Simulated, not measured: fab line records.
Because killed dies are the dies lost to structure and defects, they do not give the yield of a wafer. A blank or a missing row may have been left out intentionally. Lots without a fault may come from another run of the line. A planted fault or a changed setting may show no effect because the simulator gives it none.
Split-lot experiment ; flow n5-finfet ; route with 1938 steps; 7 lots, 21 wafers read

THE SPLIT ITSELF
At N5_SD_EPI_P_EPI_21 (deposits SiGe:B, time 355 s), the setting epi-growth-time-s was moved away from the recipe's 355 s on 8 of the 21 wafers read, by -7.9% to +9.2%. For the rest of the wafers, this setting stayed at what the recipe calls for.

There is no step in the file separating the split from the reading.

THE READING
SiGe-B_of_SD_EPI_P_EPI_21.thk-nm (the simulator's own value, which no gauge read), in nm, at N5_SD_EPI_P_HM_STRIP_48 (strips SiNx in H3PO4, material SiNx, target depth 3 nm). The file gives no usual value for it. The 13 wafers here that ran the recipe average 60.8 nm, standard deviation 0.61 nm.

wafer;tool, chamber at the split;epi-growth-time-s as run, s;against the recipe;SiGe-B_of_SD_EPI_P_EPI_21.thk-nm, nm;against lot-mates on the recipe
L074.1;epi-rpcvd-04, 0;355;recipe;61.2;-
L074.4;epi-rpcvd-04, 0;355;recipe;61.8;-
L074.5;epi-rpcvd-04, 0;355;recipe;61.8;-
L077.2;epi-rpcvd-03, 0;355;recipe;60.2;-
L077.3;epi-rpcvd-03, 0;355;recipe;60.6;-
L077.4;epi-rpcvd-03, 0;355;recipe;61;-
L084.1;epi-rpcvd-03, 0;387.5;+9.2%;63.4;no lot-mate on the recipe
L084.2;epi-rpcvd-03, 0;387.5;+9.2%;63.2;no lot-mate on the recipe
L084.5;epi-rpcvd-03, 0;387.5;+9.2%;64;no lot-mate on the recipe
L085.1;epi-rpcvd-03, 0;355;recipe;60.4;-
L085.2;epi-rpcvd-03, 0;343.2;-3.3%;58.8;-1.6
L085.4;epi-rpcvd-03, 0;343.2;-3.3%;59.4;-1.0
L086.1;epi-rpcvd-04, 0;355;recipe;60.6;-
L086.3;epi-rpcvd-04, 0;355;recipe;61;-
L086.6;epi-rpcvd-04, 0;366.8;+3.3%;61.2;+0.4
L087.1;epi-rpcvd-03, 0;355;recipe;60.2;-
L087.2;epi-rpcvd-03, 0;355;recipe;59.8;-
L087.5;epi-rpcvd-03, 0;327;-7.9%;57.4;-2.6
L093.3;epi-rpcvd-01, 0;374.9;+5.6%;63;+1.8
L093.4;epi-rpcvd-01, 0;355;recipe;60.8;-
L093.6;epi-rpcvd-01, 0;355;recipe;61.6;-

FIT RESULTS
A straight line over all 21 wafers: SiGe-B_of_SD_EPI_P_EPI_21.thk-nm changes by +0.343 nm for each +1% of epi-growth-time-s; r = +0.92; the points scatter about the line by 0.62 nm.
The same after taking each lot's own level away (the mean of its wafers on the recipe; 18 wafers): +0.317 nm for each +1%; r = +0.94; scatter 0.33 nm.
On that fit, the largest move of epi-growth-time-s shifts the reading by 2.9 nm.
The span of the lots' own levels, 60.00 to 61.60 nm, comes to 2.6 times the standard deviation stated above.
The two slopes are in agreement: the lot-to-lot level therefore moves the slope only a little.
Check: for one of the wafers moved furthest among these (-7.9%), held out of the fit, the line's prediction against its lot-mates is -2.53 nm. It came out at -2.6 nm against them.

THE OTHER SPLITS THESE WAFERS WENT THROUGH
Note: prior to the reading, these wafers also went through further splits. Each is held against what the fit with the lots' levels taken away leaves over:
other split on the same wafers;wafers away from the commonest value;r with SiGe-B_of_SD_EPI_P_EPI_21.thk-nm (lot level and that fit taken away)
N5_FIN_SAQP_PEB_14 peb-time-s;7;-0.04
N5_SD_EPI_N_EPI_21 time-s;10;+0.08

THE WHOLE CHAIN: every reading that the file lists as answering this split, in the file's order
step;what it does;reading;change (the file's fit);r (the file's)
N5_SD_EPI_P_EPI_21;deposits SiGe:B, time 355 s;SiGe-B_of_SD_EPI_P_EPI_21.thk-nm (the simulator's own value, which no gauge read);+0.327 nm for each +1% of the setting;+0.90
N5_SD_EPI_P_HM_STRIP_48;strips SiNx in H3PO4, material SiNx, target depth 3 nm;SiGe-B_of_SD_EPI_P_EPI_21.thk-nm (the simulator's own value, which no gauge read);+0.313 nm for each +1% of the setting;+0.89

FILE'S OWN FIT
SiGe-B_of_SD_EPI_P_EPI_21.thk-nm changes by +0.313 nm for each +1% of epi-growth-time-s, r = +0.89.
